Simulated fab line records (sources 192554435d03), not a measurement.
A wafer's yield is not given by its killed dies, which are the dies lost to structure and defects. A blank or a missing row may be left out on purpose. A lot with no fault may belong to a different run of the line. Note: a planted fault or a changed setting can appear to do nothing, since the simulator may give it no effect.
Matching of chambers | flow n5-finfet | 4 sister chambers for N5_MOL_CONTACT_COAG_ETCH_89 on rie-diel-06
The step etches underlayer in N2/H2, target depth 13 nm, time 10.4 s. 4 wafers are shown with their chamber, then 10 later ones without.

== EACH WAFER AND ITS CHAMBER ==
wafer  | chamber | drypump-motor-current-A (A)
L083.2 | 3       | 5.7
L083.5 | 0       | 4.8
L088.1 | 1       | 5.5
L088.3 | 2       | 6.4

== WAFERS MISSING THEIR CHAMBER ==
wafer  | drypump-motor-current-A (A)
L088.4 | 4.8
L092.1 | 5.6
L092.4 | 6.4
L092.6 | 5.6
L096.1 | 5.7
L096.2 | 5.5
L096.5 | 5.7
L097.1 | 5.5
L097.2 | 6.4
L097.4 | 5.7

== THE CHAMBER EACH PASSED THROUGH ==
wafer  | from the rows above     | in truth
L088.4 | 0                       | 0
L092.1 | can't be placed: 1 or 3 | 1
L092.4 | 2                       | 2
L092.6 | can't be placed: 1 or 3 | 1
L096.1 | 3                       | 3
L096.2 | 1                       | 1
L096.5 | 3                       | 3
L097.1 | 1                       | 1
L097.2 | 2                       | 2
L097.4 | 3                       | 3
Correctly placed: 8 of 10. Unplaceable from these rows: 2, with the true chamber sitting among the candidates in 2. 0 placed wrongly.
How it was worked out, from the rows above alone: a wafer's distance from a chamber is the root of the sum, over the readings, of the square of ((its reading less the chamber's mean) divided by the reading's scatter). The wafer belongs to the nearest chamber; if the next one is less than 2 further off, it can't be placed. For every chamber, the mean is computed from those of its wafers that are shown. The scatter: root of mean squared gap, hidden wafer to nearest shown wafer, with one shown wafer a chamber.
